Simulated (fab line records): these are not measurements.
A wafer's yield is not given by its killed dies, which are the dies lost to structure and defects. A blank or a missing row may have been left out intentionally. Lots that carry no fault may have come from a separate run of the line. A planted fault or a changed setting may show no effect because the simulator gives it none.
Split-lot study	flow n5_finfet	21 wafers read from 7 lots, route of 1938 steps

== ABOUT THE SPLIT ==
At N5_PASSIVATION_PECVD_35 (deposits SiNx from SiH4/NH3/N2, target thk 700 nm, time 151.3 s), the setting time_s was moved away from the recipe's 151.3 s on 7 of the 21 wafers read, by -11.8% to +14.8%. For the rest of the wafers, this setting stayed at what the recipe calls for.

The reading is taken at the split's own step.

== THE READING ==
SiNx_of_PASSIVATION_PECVD_35.thk_nm (the simulator's own value, which no gauge read), in nm, at N5_PASSIVATION_PECVD_35 (deposits SiNx from SiH4/NH3/N2, target thk 700 nm, time 151.3 s). The file gives no usual value for it. Across the 14 wafers here that went through the recipe, the average is 693.9 nm and the standard deviation 9.9 nm.

wafer	tool, chamber at the split	time_s as run, s	against the recipe	SiNx_of_PASSIVATION_PECVD_35.thk_nm, nm	against lot-mates on the recipe
L079.1	pecvd-01, 2	169.6	+12.1%	775.8	+83.6
L079.2	pecvd-01, 1	151.3	recipe	692.2	-
L079.6	pecvd-01, 0	169.6	+12.1%	786	+93.8
L081.3	pecvd-03, 1	151.3	recipe	689.6	-
L081.5	pecvd-03, 2	151.3	recipe	697.8	-
L081.6	pecvd-03, 0	151.3	recipe	713.4	-
L082.1	pecvd-04, 2	164.4	+8.7%	746.4	+65.0
L082.2	pecvd-04, 0	151.3	recipe	681.4	-
L082.3	pecvd-04, 1	164.4	+8.7%	747.4	+66.0
L086.3	pecvd-01, 1	151.3	recipe	683.4	-
L086.5	pecvd-01, 0	151.3	recipe	703.8	-
L086.6	pecvd-01, 1	151.3	recipe	702.8	-
L088.1	pecvd-03, 1	141.3	-6.6%	662.8	-35.9
L088.2	pecvd-03, 2	151.3	recipe	689.8	-
L088.4	pecvd-03, 0	151.3	recipe	707.6	-
L093.3	pecvd-03, 1	151.3	recipe	687.4	-
L093.4	pecvd-03, 2	173.7	+14.8%	803.4	+110.2
L093.5	pecvd-03, 0	151.3	recipe	699	-
L095.1	pecvd-01, 2	151.3	recipe	680.4	-
L095.2	pecvd-01, 0	151.3	recipe	685.6	-
L095.4	pecvd-01, 0	133.5	-11.8%	614.6	-68.4

THE FIT
A straight line over all 21 wafers: SiNx_of_PASSIVATION_PECVD_35.thk_nm changes by +6.81 nm for each +1% of time_s; r = +0.98; the points scatter about the line by 9.7 nm.
The same after taking each lot's own level away (the mean of its wafers on the recipe; 21 wafers): +6.95 nm for each +1%; r = +0.98; scatter 7.8 nm.
The reading moves by 1e+02 nm for the largest change in time_s, on that fit.
Across the lots, their own levels run from 681.40 to 700.27 nm, a range of 1.9 times the standard deviation given above.
So the lot-to-lot level changes the slope little: the two slopes agree.
Check: +103 nm against its lot-mates is what the line predicts for one of the wafers moved furthest among these (+14.8%) when that wafer is left out of the fit. Against them it came out at +110 nm.

== FURTHER SPLITS ON THESE WAFERS ==
Note: prior to the reading, these wafers also went through further splits. Each is held against what the fit with the lots' levels taken away leaves over:
other split on the same wafers	wafers away from the commonest value	r with SiNx_of_PASSIVATION_PECVD_35.thk_nm (lot level and that fit taken away)
N5_BEOL_M15_TRENCH_ETCH_34 time_s	7	-0.04
N5_PASSIVATION_EXPOSE_07 dose_mj	5	-0.27

== FILE'S OWN FIT ==
SiNx_of_PASSIVATION_PECVD_35.thk_nm changes by +6.93 nm for each +1% of time_s, r = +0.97.
